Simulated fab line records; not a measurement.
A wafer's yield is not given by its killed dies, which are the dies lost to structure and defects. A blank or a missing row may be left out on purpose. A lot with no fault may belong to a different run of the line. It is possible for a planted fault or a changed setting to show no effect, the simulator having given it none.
What tool caused it? | flow n5-finfet | 24 lots, 72 wafers sampled, at 3 steps of a route of 1938

== WHAT THE GAUGES READ, wafer by wafer ==
N5_BEOL_M4_OVL_MEAS_29.
lot  | measured     | on         | V3_OVL (nm)
L074 | day 7 14:23  | overlay-02 | 0.1 -0.6 0.2
L076 | day 8 04:23  | overlay-02 | -0.2 -0.6 -0.4
L075 | day 8 10:47  | overlay-01 | 0.3 0.4 0.4
L078 | day 9 03:39  | overlay-02 | -0.4 -0.1 0.1
L077 | day 9 17:04  | overlay-02 | 1.7 0.8 0.6
L079 | day 10 00:47 | overlay-01 | 0.3 -0.3 -1.0
L083 | day 10 08:08 | overlay-02 | -0.7 0.5 0.7
L081 | day 10 10:03 | overlay-01 | 0.6 0.1 1.3
L080 | day 10 13:32 | overlay-02 | 0.2 0.6 1.2
L084 | day 10 19:31 | overlay-02 | 0.1 0.4 -0.3
L085 | day 11 00:27 | overlay-02 | 0.0 0.3 -0.1
L082 | day 11 01:04 | overlay-01 | -0.3 -0.4 0.7
L087 | day 11 05:05 | overlay-02 | -0.1 0.1 0.7
L086 | day 11 07:08 | overlay-01 | 0.7 0.6 1.8
L090 | day 11 18:17 | overlay-02 | 0.7 0.7 1.2
L088 | day 11 20:59 | overlay-01 | 0.7 -0.1 0.0
L089 | day 12 07:31 | overlay-02 | -1.1 -1.3 -0.6
L091 | day 12 13:43 | overlay-01 | -1.4 -0.6 -0.5
L092 | day 12 17:57 | overlay-02 | 0.3 -0.3 0.8
L093 | day 13 02:30 | overlay-02 | 0.4 -0.2 0.1
L096 | day 13 06:59 | overlay-01 | 1.6 1.7 0.8
L095 | day 13 08:52 | overlay-01 | 0.0 -0.6 0.1
L094 | day 13 09:17 | overlay-02 | 0.5 0.3 1.0
L097 | day 13 21:49 | overlay-01 | 0.6 -0.2 0.0

== EACH LOT AND THE TOOL THAT RAN IT (in order: tool; ch and the chambers of the sampled wafers; start) ==
lot  | N5_BEOL_M4_DESCUM_16               | N5_BEOL_M4_STRIP_66
L074 | rie-diel-01 ch 1,2, day 7 13:32    | rie-diel-01 ch 1,2, day 7 13:45
L076 | rie-diel-06 ch 2,3, day 8 03:28    | rie-diel-06 ch 2,3, day 8 03:41
L075 | rie-diel-06 ch 2,3, day 8 09:52    | rie-diel-06 ch 2,3, day 8 10:05
L078 | rie-diel-06 ch 0,1, day 9 02:44    | rie-diel-06 ch 0,1, day 9 02:57
L077 | rie-diel-03 ch 1,2,3, day 9 16:17  | rie-diel-03 ch 1,2,3, day 9 16:30
L079 | rie-diel-06 ch 0,1,2, day 9 23:46  | rie-diel-06 ch 0,1,2, day 9 23:59
L083 | rie-diel-03 ch 1,3, day 10 07:21   | rie-diel-03 ch 1,3, day 10 07:34
L081 | rie-diel-06 ch 1,3, day 10 09:10   | rie-diel-06 ch 1,3, day 10 09:23
L080 | rie-diel-03 ch 1,3, day 10 12:37   | rie-diel-03 ch 1,3, day 10 12:50
L084 | rie-diel-01 ch 0,2,3, day 10 18:43 | rie-diel-01 ch 0,2,3, day 10 18:56
L085 | rie-diel-03 ch 0,1,3, day 10 23:34 | rie-diel-03 ch 0,1,3, day 10 23:47
L082 | rie-diel-01 ch 0,1,2, day 11 00:16 | rie-diel-01 ch 0,1,2, day 11 00:29
L087 | rie-diel-01 ch 1,2,3, day 11 04:17 | rie-diel-01 ch 1,2,3, day 11 04:30
L086 | rie-diel-06 ch 0,1,3, day 11 06:16 | rie-diel-06 ch 0,1,3, day 11 06:28
L090 | rie-diel-01 ch 0,3, day 11 17:31   | rie-diel-01 ch 0,3, day 11 17:43
L088 | rie-diel-03 ch 1,2,3, day 11 20:13 | rie-diel-03 ch 1,2,3, day 11 20:25
L089 | rie-diel-06 ch 0,3, day 12 06:44   | rie-diel-06 ch 0,3, day 12 06:56
L091 | rie-diel-03 ch 1,2,3, day 12 12:56 | rie-diel-03 ch 1,2,3, day 12 13:09
L092 | rie-diel-06 ch 2,3, day 12 17:09   | rie-diel-06 ch 2,3, day 12 17:22
L093 | rie-diel-03 ch 0,1, day 13 01:38   | rie-diel-03 ch 0,1, day 13 01:50
L096 | rie-diel-01 ch 1,2,3, day 13 06:13 | rie-diel-01 ch 1,2,3, day 13 06:25
L095 | rie-diel-01 ch 1,2,3, day 13 08:01 | rie-diel-01 ch 1,2,3, day 13 08:14
L094 | rie-diel-03 ch 0,2, day 13 08:31   | rie-diel-03 ch 0,2, day 13 08:43
L097 | rie-diel-06 ch 0,1,3, day 13 21:02 | rie-diel-06 ch 0,1,3, day 13 21:14
- N5_BEOL_M4_DESCUM_16: chemistry O2, time 7 s.
- N5_BEOL_M4_STRIP_66: strips in CF4.

== AS READ BY THE TOOLS THEMSELVES (means over the sampled wafers that have a number; for cases with no such wafer, the mark the record gives instead) ==
N5_BEOL_M4_DESCUM_16.
lot  | tool        | drypump-motor-current-A (A) | oes-product-au (a.u.) | rf-vpp-V (V) | showerhead-plenum-p-Torr (Torr) | throttle-valve-pct (%)
L074 | rie-diel-01 | 5.8                         | 0.76                  | 243.2        | 2.16                            | 20.47
L076 | rie-diel-06 | 6.3                         | 0.78                  | 242.7        | 2.09                            | 20.66
L075 | rie-diel-06 | 5.9                         | 0.81                  | 243.2        | 2.11                            | 20.47
L078 | rie-diel-06 | 5.8                         | 0.80                  | 242.1        | 2.05                            | 20.62
L077 | rie-diel-03 | 5.5                         | 0.79                  | 243.3        | 2.13                            | 20.45
L079 | rie-diel-06 | 6.1                         | 0.77                  | 243.2        | 2.07                            | 20.71
L083 | rie-diel-03 | 5.6                         | 0.81                  | 244.0        | 2.14                            | 20.29
L081 | rie-diel-06 | 5.5                         | 0.81                  | 243.5        | 2.08                            | 20.42
L080 | rie-diel-03 | 5.3                         | 0.75                  | 242.3        | 2.06                            | 20.47
L084 | rie-diel-01 | 5.8                         | 0.82                  | 243.1        | 2.08                            | 20.44
L085 | rie-diel-03 | 5.6                         | 0.75                  | 243.6        | 2.12                            | 20.53
L082 | rie-diel-01 | 5.6                         | 0.78                  | 243.1        | 2.10                            | 20.51
L087 | rie-diel-01 | 5.9                         | 0.80                  | 243.1        | 2.11                            | 20.26
L086 | rie-diel-06 | 5.7                         | 0.79                  | 243.0        | 2.08                            | 20.52
L090 | rie-diel-01 | 5.9                         | 0.87                  | 243.0        | 2.04                            | 20.19
L088 | rie-diel-03 | 5.5                         | 0.77                  | 243.8        | 2.12                            | 20.48
L089 | rie-diel-06 | 5.6                         | 0.76                  | 242.8        | 2.09                            | 20.49
L091 | rie-diel-03 | 5.5                         | 0.76                  | 243.8        | 2.12                            | 20.49
L092 | rie-diel-06 | 6.3                         | 0.75                  | 243.3        | 2.08                            | 20.71
L093 | rie-diel-03 | 5.9                         | 0.89                  | 244.0        | 2.19                            | 20.29
L096 | rie-diel-01 | 5.8                         | 0.78                  | 243.2        | 2.10                            | 20.29
L095 | rie-diel-01 | 5.8                         | 0.78                  | 243.1        | 2.10                            | 20.28
L094 | rie-diel-03 | 5.9                         | 0.90                  | 243.5        | 2.16                            | 20.55
L097 | rie-diel-06 | 5.6                         | 0.77                  | 243.6        | 2.07                            | 20.56

N5_BEOL_M4_STRIP_66.
lot  | tool        | cf4-flow-sccm (sccm) | drypump-motor-current-A (A) | oes-product-au (a.u.) | rf-vpp-V (V) | showerhead-plenum-p-Torr (Torr) | throttle-valve-pct (%)
L074 | rie-diel-01 | 150.1                | 5.7                         | 0.75                  | 272.4        | 1.84                            | 13.61
L076 | rie-diel-06 | 150.0                | 6.4                         | 0.77                  | 270.6        | 1.80                            | 13.81
L075 | rie-diel-06 | 149.7                | 5.9                         | 0.80                  | 271.6        | 1.80                            | 13.60
L078 | rie-diel-06 | 150.0                | 5.8                         | 0.78                  | 270.1        | 1.76                            | 13.74
L077 | rie-diel-03 | 150.2                | 5.5                         | 0.78                  | 272.0        | 1.82                            | 13.60
L079 | rie-diel-06 | 150.1                | 6.1                         | 0.76                  | 270.9        | 1.78                            | 13.85
L083 | rie-diel-03 | 149.6                | 5.6                         | 0.81                  | 273.1        | 1.83                            | 13.46
L081 | rie-diel-06 | 150.0                | 5.5                         | 0.81                  | 271.2        | 1.79                            | 13.54
L080 | rie-diel-03 | 150.3                | 5.3                         | 0.75                  | 271.0        | 1.77                            | 13.66
L084 | rie-diel-01 | 150.2                | 5.8                         | 0.80                  | 271.1        | 1.79                            | 13.59
L085 | rie-diel-03 | 150.0                | 5.6                         | 0.75                  | 271.2        | 1.81                            | 13.70
L082 | rie-diel-01 | 150.5                | 5.6                         | 0.77                  | 271.7        | 1.81                            | 13.65
L087 | rie-diel-01 | 149.7                | 5.8                         | 0.79                  | 271.4        | 1.80                            | 13.44
L086 | rie-diel-06 | 150.1                | 5.7                         | 0.78                  | 270.1        | 1.78                            | 13.66
L090 | rie-diel-01 | 150.4                | 5.9                         | 0.85                  | 270.2        | 1.76                            | 13.38
L088 | rie-diel-03 | 150.4                | 5.5                         | 0.76                  | 271.5        | 1.82                            | 13.64
L089 | rie-diel-06 | 150.3                | 5.6                         | 0.75                  | 271.7        | 1.79                            | 13.64
L091 | rie-diel-03 | 150.0                | 5.5                         | 0.76                  | 272.3        | 1.81                            | 13.65
L092 | rie-diel-06 | 149.8                | 6.3                         | 0.74                  | 270.2        | 1.79                            | 13.91
L093 | rie-diel-03 | 150.5                | 5.9                         | 0.88                  | 273.5        | 1.87                            | 13.38
L096 | rie-diel-01 | 150.2                | 5.8                         | 0.76                  | 271.0        | 1.80                            | 13.48
L095 | rie-diel-01 | 150.7                | 5.8                         | 0.76                  | 272.3        | 1.80                            | 13.47
L094 | rie-diel-03 | 150.5                | 5.9                         | 0.89                  | 272.7        | 1.85                            | 13.59
L097 | rie-diel-06 | 150.6                | 5.7                         | 0.76                  | 270.6        | 1.77                            | 13.71

== THE ANSWER, worked out from the rows above alone ==
Rule: usual is defined by the lots themselves. The widest of any qualifying gaps counts: lots, ordered by their means at a reading, are off when they make up no more than a third of the lots, leave a main group of 4 or more, and stand apart from it by 3 or more times the standard deviation of that group's means. Not used: any main group whose means are identical at the precision the tables above print for the reading. A lot without any number at a reading at which 4 lots or more have one is off too. Where the step has rows for the other lots, those lots are counted as sound. After the gauges, taken in route order, come the tools' own readings; for these a lot's mean is taken, as printed above. At the first step where some lot is off, the reading lying furthest off is the one used; lots without a number count as furthest.
No lot is off at any reading shown: from this, nothing can be told.

== WHAT THE SIMULATOR HAD PUT IN ==
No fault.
